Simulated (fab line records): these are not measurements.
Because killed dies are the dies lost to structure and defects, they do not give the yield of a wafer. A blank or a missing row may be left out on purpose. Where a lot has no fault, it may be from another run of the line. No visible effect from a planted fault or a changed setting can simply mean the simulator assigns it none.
Matching of chambers    flow n5 finfet    3 sister chambers for N5_BEOL_M8_CVD_78 on cvd co-01
The step deposits Co from CCTBA/H2, target thk 2 nm, time 142.3 s. 14 wafers are shown with their chamber, then 6 later ones without.

== WAFERS PAIRED WITH THEIR CHAMBERS ==
wafer   chamber  run length s (s)
L387.2  0        164.8
L387.3  2        163.8
L387.6  0        164.7
L388.2  0        164.1
L388.4  2        164.0
L388.6  0        164.0
L393.4  2        164.1
L391.1  1        164.0
L403.2  0        164.7
L403.3  1        164.3
L403.5  2        164.1
L407.1  2        164.3
L407.3  0        164.1
L407.5  0        164.3

SIGNATURES (averages over the wafers above)
reading       chamber 0  chamber 1  chamber 2  scatter within a chamber
run length s  164.386    164.150    164.060    0.281
Rule: a wafer's distance from a chamber is the root of the sum, over the readings, of the square of ((its reading less the chamber's mean) divided by the reading's scatter). The wafer belongs to the nearest chamber; if the next one is less than 2 further off, it can't be placed. The scatter: take each reading less its chamber's mean, square it, sum over the shown wafers, divide by the number of wafers less the number of chambers, and take the root.

== WAFERS WITHOUT THEIR CHAMBER ==
wafer   run length s (s)
L409.2  164.3
L409.3  163.7
L409.5  164.3
L408.1  164.3
L408.3  164.0
L408.5  164.2

== EACH ONE'S CHAMBER ==
wafer   from the rows above           in truth
L409.2  can't be placed: 0 or 1 or 2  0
L409.3  can't be placed: 2 or 1 or 0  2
L409.5  can't be placed: 0 or 1 or 2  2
L408.1  can't be placed: 0 or 1 or 2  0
L408.3  can't be placed: 2 or 1 or 0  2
L408.5  can't be placed: 1 or 2 or 0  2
Placed correctly: 0 of 6. These rows do not allow placing 6 (true chamber among the candidates in 6). Placed wrongly: 0.
